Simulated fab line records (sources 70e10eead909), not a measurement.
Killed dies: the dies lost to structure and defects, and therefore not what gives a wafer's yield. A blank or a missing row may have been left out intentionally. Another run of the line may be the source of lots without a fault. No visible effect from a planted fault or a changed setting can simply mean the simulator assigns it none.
Which tool did it?	flow nand-harc	6 lots with 18 wafers sampled at 5 steps, on a route of 1302 steps

== WHAT THE GAUGES SHOWED, per wafer ==
NHARC_A_BONDPAD_THK_MEAS_30: measures by ellipsometry.
lot	measured	on	thk-nm (nm)
L302	day 24 02:53	film-metro-02	200.7 199.4 200.3
L305	day 25 14:17	film-metro-01	199.9 201.9 199.4
L309	day 26 16:32	film-metro-02	201.8 202.4 199.2
L310	day 27 15:29	film-metro-01	199.8 201.0 200.8
L314	day 29 11:47	film-metro-01	250.7 249.1 251.1
L323	day 32 11:32	film-metro-02	198.5 198.0 200.0

== EACH LOT AND THE TOOL THAT RAN IT (in order: tool; ch and the chambers of the sampled wafers; start) ==
lot	NHARC_A_M1_ETCH_15	NHARC_A_M1_CMP_23	NHARC_A_M1_DEP_33	NHARC_A_BONDPAD_CMP_29
L302	rie-diel-13 ch 0,1,3, day 24 01:06 or earlier	cmp-01 ch 1,2,3, day 24 01:06	pecvd-02 ch 1,2, day 24 01:43	cmp-01 ch 0,2,3, day 24 02:40
L305	rie-diel-13 ch 1,2,3, day 25 12:21 or earlier	cmp-01 ch 0,2,3, day 25 12:21	pecvd-04 ch 0,1, day 25 12:56	cmp-02 ch 0,2, day 25 14:04
L309	rie-diel-08 ch 0,3, day 26 14:42 or earlier	cmp-01 ch 0,1, day 26 14:42	pecvd-02 ch 0,1, day 26 15:19	cmp-03 ch 0,1,3, day 26 16:19
L310	rie-diel-13 ch 2,3, day 27 13:38 or earlier	cmp-01 ch 2,3, day 27 13:38	pecvd-03 ch 0,1,2, day 27 14:21	cmp-02 ch 0,3, day 27 15:16
L314	rie-diel-13 ch 0,2,3, day 29 10:00 or earlier	cmp-04 ch 0,1,2, day 29 10:00	pecvd-03 ch 0,1,2, day 29 10:35	cmp-02 ch 1,2,3, day 29 11:32
L323	rie-diel-08 ch 0,2,3, day 32 09:33 or earlier	cmp-04 ch 0,1,3, day 32 09:33	pecvd-03 ch 0,1,2, day 32 10:09	cmp-03 ch 1,2,3, day 32 11:17
- NHARC_A_M1_ETCH_15: etches the open film in C4F8/Ar, target depth 182.5 nm, time 91.2 s.
- NHARC_A_M1_CMP_23: polishes, t overpolish 20 s, target thk 154.34 nm.
- NHARC_A_M1_DEP_33: deposits SiCN, target thk 30 nm.
- NHARC_A_BONDPAD_CMP_29: polishes SiCN, target thk 200 nm.

== THE ANSWER, worked out from the rows above alone ==
Rule: what is usual is taken from the lots themselves. Put in order of their means at a reading, lots are off if they are a third of the lots or fewer, leave a main group of 4 or more, and stand apart from it by a gap of 3 or more times the standard deviation of the main group's means; of several such gaps the widest counts. Not used: any main group whose means are identical at the precision the tables above print for the reading. A lot without any number at a reading at which 4 lots or more have one is off too. Where the step has rows for the other lots, those lots are counted as sound.
Off, at NHARC_A_BONDPAD_THK_MEAS_30 on thk-nm: L314. Main group: mean 200.2 nm, sd 0.76.
A tool fits if, at a process step before that reading, it ran every lot that is off, and no sound lot after the first of them. Gauges at NHARC_A_BONDPAD_THK_MEAS_30: tried the same way as those tools. Because NHARC_A_M1_ETCH_15 lacks a start for some lots, the hours and order of its lots are taken from NHARC_A_M1_CMP_23. Can't be told from this: 3 tools fit, rie-diel-13 at NHARC_A_M1_ETCH_15, cmp-02 at NHARC_A_BONDPAD_CMP_29, film-metro-01 at NHARC_A_BONDPAD_THK_MEAS_30.

== WHAT THE SIMULATOR PUT IN ==
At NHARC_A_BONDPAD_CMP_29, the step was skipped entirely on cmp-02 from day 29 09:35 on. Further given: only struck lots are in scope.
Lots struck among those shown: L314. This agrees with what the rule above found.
